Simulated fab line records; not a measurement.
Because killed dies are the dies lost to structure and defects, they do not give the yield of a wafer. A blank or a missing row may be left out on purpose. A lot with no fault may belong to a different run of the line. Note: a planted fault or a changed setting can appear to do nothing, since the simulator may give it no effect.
Code-filled problem report in 8D (eight disciplines) form | flow nandHarc | the parts of the form that need people (team, actions taken, sign-off) are left out

== 1. THE PROBLEM ==
A mean of 109 is read at NHARC_END_SORT_01 for killedAtArray, taken on 1 wafer of 1 lot, against 29 (standard deviation 11) on wafers free of any fault. That puts it +7.3 standard deviations away from the usual mean.
Earliest sighting: wafer L332.2 on prober-01 at day 25 04:47. The record holds 3 wafers of 1 lot with a number at this step. By rule, "out" or "out of limits" means more than 4 standard deviations away from the usual mean. The other wafers with a number count as sound.

== 2. WHAT IT IS; WHAT IT IS NOT ==
question                    | is                        | is not
which readings at this step | killedAtArray, killedDies | killedAtOther, killedAtPeriphery, killedOpen, killedShort
which lots                  | L332                      | -
which wafers of those lots  | L332.2                    | L332.1, L332.5
read on which gauges        | prober-01                 | -
when                        | from day 25 04:47         | up to then (1 sound wafer); but 1 sound wafer of L332 came after

== 3. THE SUSPECTS, EACH WITH WHAT RULES IT OUT ==
Counting: if a tool at a process step up to the reading ran every lot that is out, it stays a suspect. Sound lots after the first of them don't rule it out here, since some wafers of a struck lot are sound.
- the gauge at NHARC_END_SORT_01: kept. All the wafers that are out were read on prober-01, and no step on other tools shows them out.
- harCapEtch-03 at NHARC_A_CONTACT_ETCH_127 (etches the open film in C4F8/O2/Ar, time 155 s, target depth 956 nm): kept. It ran the lot that is out, L332 (day 20 14:08).
- pecvd-01 at NHARC_THIN_TSV_DEP_47 (deposits SiO2, target thk 200 nm): kept. It ran the lot that is out, L332 (day 24 11:59).
- plasmaAsher-01 at NHARC_THIN_TSV_STRIP_62 (strips in N2/H2, time 20 s): kept. It ran the lot that is out, L332 (day 24 12:44).
- pvdSputter-02 at NHARC_THIN_TSV_DEGAS_53 (time 60 s): kept. It ran the lot that is out, L332 (day 24 14:56).
- The sound lot-mates ran in chamber 1 of harCapEtch-03 at NHARC_A_CONTACT_ETCH_127, but the wafers that are out ran in chamber 0.
- The sound lot-mates ran in chamber 2 of pecvd-01 at NHARC_THIN_TSV_DEP_47, but the wafers that are out ran in chamber 0.
Left after counting: harCapEtch-03 at NHARC_A_CONTACT_ETCH_127, pecvd-01 at NHARC_THIN_TSV_DEP_47, plasmaAsher-01 at NHARC_THIN_TSV_STRIP_62, pvdSputter-02 at NHARC_THIN_TSV_DEGAS_53, prober-01 at NHARC_END_SORT_01.

== 4. THE CAUSE (what the simulator had put in) ==
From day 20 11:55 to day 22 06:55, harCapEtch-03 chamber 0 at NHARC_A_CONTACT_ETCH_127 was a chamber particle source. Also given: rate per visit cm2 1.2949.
This tool is one of the 5 suspects left after counting.

== 5. THE CHAIN OF EFFECTS, in route order ==
Rows list readings where the struck wafers' mean (over those with a number) sits beyond 3 standard deviations from the usual. Only readings whose record carries a usual standard deviation are examined. hours: median over the lots of the time between each lot's start at the first step of this table that gives one and its start at this step. sigmas: the change, counted in usual standard deviations.
hours | step              | reading       | usual | on struck wafers | change | sigmas
0     | NHARC_END_SORT_01 | killedAtArray | 29    | 109              | +80    | +7.3
0     | NHARC_END_SORT_01 | killedDies    | 33    | 112              | +79    | +6.6

== 6. WHAT WOULD HAVE CAUGHT IT SOONER ==
113 hours passed between the start of the fault at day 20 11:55 and the first reading out of limits at a measuring or inspecting step in this record, taken at day 25 04:47.
All the lots that are out (1) had begun NHARC_A_CONTACT_ETCH_127 on harCapEtch-03 by day 25 04:47. Tool hold at that time: it would have spared none of them.
